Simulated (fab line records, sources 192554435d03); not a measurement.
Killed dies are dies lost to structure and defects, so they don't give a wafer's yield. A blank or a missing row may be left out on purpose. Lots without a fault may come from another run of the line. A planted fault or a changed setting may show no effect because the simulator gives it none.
A struck lot beside a sound one | flow n5_finfet | 34 steps out of a route of 1938
Sound: wafers L225.2, L225.4, L225.6. Struck: wafer L217.1. (L217.2, L217.6 of the same lot were not struck and are left out.) The cause comes at the end.
At each step with rows: each side's tool, then ch and its chambers, then its first start. Under that, the readings that differ: sound wafers | struck wafers | difference of the means | sigmas: that difference in standard deviations of wafers without a fault.
alike: readings whose means differ by less than 2 such deviations, and words and numbers that are the same on both sides. not compared: withheld readings, readings that some wafer has no value for, bounds like >300 that may hide the same value, and numbers for which the record gives no deviation and whose values overlap.
The two part at a step that has a row with sigmas, a row that says differs or no value, or rows on one side only. Numbers that don't overlap but have no deviation are shown without sigmas and don't part them. A reading that every wafer of one side lacks parts them only if that side has two wafers or more.

first, 8 steps without rows for these wafers: N5_BEOL_M8_ECD_50 (material Cu, target thk 300 nm); N5_BEOL_M8_ANNEAL_51 (time 90 s); N5_BEOL_M8_CMP_52 (polishes, stops on SiCOH lowk, t overpolish 6.9 s, target thk 80 nm); N5_BEOL_M8_PRE_CLEAN_55 (time 15 s); N5_BEOL_M8_DEP_56 (deposits SiCN from 3MS/NH3, target thk 10 nm, time 17.5 s); N5_BEOL_M9_ILD_DEP_00 (deposits SiCOH lowk from DEMS/porogen, target thk 308.51 nm, time 58 s); N5_BEOL_M9_CURE_71 (cures SiCOH lowk, time 240 s); N5_BEOL_M9_PECVD_70 (deposits SiO2 from TEOS/O2, target thk 20 nm, time 22.7 s).
N5_BEOL_M9_HM_DEP_02: deposits TiN, target thk 20 nm.
  sound on pvd_sputter-01, day 15 00:32; struck on pvd_sputter-02, day 12 18:56
  reading                                    | sound        | struck | difference | sigmas
  model.TiN_of_BEOL_M9_HM_DEP_02.thk_nm (nm) | 20.2 20.2 20 | 11.8   | -8.3       |
  alike: throttle_valve_pct
then, 13 steps without rows for these wafers: N5_BEOL_M9_COAT_59 (time 60 s, resist thk 100 nm); N5_BEOL_M9_COAT_60 (time 60 s, resist thk 30 nm); N5_BEOL_M9_COAT_05 (resist thk 90 nm); N5_BEOL_M9_EBR_07; N5_BEOL_M9_SOFTBAKE_06 (time 60 s); N5_BEOL_M9_EXPOSE_08 (exposes mask M9); N5_BEOL_M9_PEB_09 (peb time 60 s); N5_BEOL_M9_DEVELOP_10 (develop time 30 s); N5_BEOL_M9_DESCUM_16 (chemistry O2, time 7.9 s); N5_BEOL_M9_ETCH_61 (etches SiARC in CF4, target depth 39 nm, time 65 s); N5_BEOL_M9_ETCH_62 (etches SOC in N2/H2, target depth 110 nm, overetch 22 nm, time 165 s); N5_BEOL_M9_STRIP_68 (strips in N2/H2); N5_BEOL_M9_STRIP_67 (strips in CF4).
N5_BEOL_M9_HM_OPEN_17: chemistry Cl2/BCl3, target TiN, target depth 20 nm, overetch 6 nm.
  sound on rie_metal-02 ch 0, day 15 01:37; struck on rie_metal-03 ch 0, day 12 19:41
  reading                  | sound             | struck | difference                   | sigmas
  rf_hours_counter_h (h)   | - - -             | 4      | no value on the sound wafers |
  throttle_valve_pct (%)   | 21.98 21.98 21.98 | 22.69  | +0.71                        | +3
  model.etch.depth_nm (nm) | 20.25 20.28 19.99 | 11.84  | -8.33                        |
  alike: drypump_motor_current_A, oes_product_au
then, 10 steps without rows for these wafers: N5_BEOL_M9_STRIP_19 (strips in O2); N5_BEOL_M9_COAT_63 (time 60 s, resist thk 60 nm); N5_BEOL_M9_COAT_64 (time 60 s, resist thk 12 nm); N5_BEOL_M9_COAT_75 (time 60 s, resist thk 5 nm); N5_BEOL_M9_COAT_22 (resist thk 30 nm); N5_BEOL_M9_EBR_24; N5_BEOL_M9_SOFTBAKE_23 (time 60 s); N5_BEOL_M9_EXPOSE_25 (exposes mask V8); N5_BEOL_M9_PEB_26 (peb time 60 s); N5_BEOL_M9_DEVELOP_27 (develop time 30 s).
N5_BEOL_M9_TRENCH_ETCH_37: etches SiCOH lowk in C4F6/O2, target depth 151.43 nm, time 49 s.
  sound on rie_diel-05 ch 0,2,3; struck on rie_diel-05 ch 0
  reading                                    | sound      | struck | difference | sigmas
  model.TiN_of_BEOL_M9_HM_DEP_02.thk_nm (nm) | 16 16 15.8 | 7.6    | -8.3       |
  alike: drypump_motor_current_A, oes_product_au, rf_vpp_V, showerhead_plenum_p_Torr, throttle_valve_pct
  not compared: rf_hours_counter_h

WHERE THEY PART
Only at N5_BEOL_M9_HM_OPEN_17, within this record. Later steps at which nothing parts them and some readings are alike: N5_BEOL_M9_TRENCH_ETCH_37.

WHY: what the simulator had put in
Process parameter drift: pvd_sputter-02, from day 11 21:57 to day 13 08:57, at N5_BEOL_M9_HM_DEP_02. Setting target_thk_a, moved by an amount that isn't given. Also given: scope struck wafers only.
